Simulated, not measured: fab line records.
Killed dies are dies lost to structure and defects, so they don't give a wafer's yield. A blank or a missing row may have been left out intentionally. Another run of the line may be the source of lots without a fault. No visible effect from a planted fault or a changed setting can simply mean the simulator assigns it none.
Chamber matching    flow n5 finfet    N5_HKMG_FIN_ALD_79 on ald metal-02 has 4 sister chambers
The step deposits TiN, target thk 1.5 nm, pulse time 1 s, purge time 3 s. 18 wafers are shown with their chamber, then 9 later ones without.

== WAFERS PAIRED WITH THEIR CHAMBERS ==
wafer   chamber  heater power w (W)  precursor pulse height rel
L075.2  3        823                 1.004
L075.4  2        803                 0.996
L075.6  1        969                 1.016
L076.2  2        819                 0.958
L076.4  2        796                 1.007
L076.6  3        825                 0.993
L077.1  3        828                 0.993
L077.2  2        813                 1.018
L077.6  1        976                 0.982
L079.1  3        824                 1.020
L079.2  2        800                 1.023
L079.3  0        826                 0.986
L082.1  0        835                 1.026
L082.3  1        979                 0.986
L082.5  0        839                 1.019
L083.1  0        834                 0.995
L083.2  3        822                 1.037
L083.5  1        976                 0.996

SIGNATURES (means of the wafers above)
reading                     chamber 0  chamber 1  chamber 2  chamber 3  scatter within a chamber
heater power w              833.50     975.00     806.20     824.40     6.14
precursor pulse height rel  1.00650    0.99500    1.00040    1.00940    0.0205
Rule: a wafer's distance from a chamber is the root of the sum, over the readings, of the square of ((its reading less the chamber's mean) divided by the reading's scatter). The wafer belongs to the nearest chamber; if the next one is less than 2 further off, it can't be placed. How the scatter is found: for the shown wafers, subtract from each reading the mean of its chamber, square and add these, divide the total by (wafers less chambers), then take the root.

== WAFERS WHOSE CHAMBER IS MISSING ==
wafer   heater power w (W)  precursor pulse height rel
L087.1  825                 1.033
L087.2  962                 1.033
L087.3  808                 1.018
L092.1  811                 0.979
L092.2  946                 0.973
L092.3  802                 0.991
L095.1  955                 0.985
L095.3  817                 1.008
L095.6  992                 0.995

== THE CHAMBER EACH PASSED THROUGH ==
wafer   from the rows above           in truth
L087.1  can't be placed: 3 or 0       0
L087.2  1                             1
L087.3  can't be placed: 2 or 3       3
L092.1  can't be placed: 2 or 3       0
L092.2  1                             1
L092.3  2                             2
L095.1  1                             1
L095.3  can't be placed: 3 or 2 or 0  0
L095.6  1                             1
Placed correctly: 5 of 9. From these rows, 4 cannot be placed; in 3 the true chamber is one of the candidates. 0 placed wrongly.
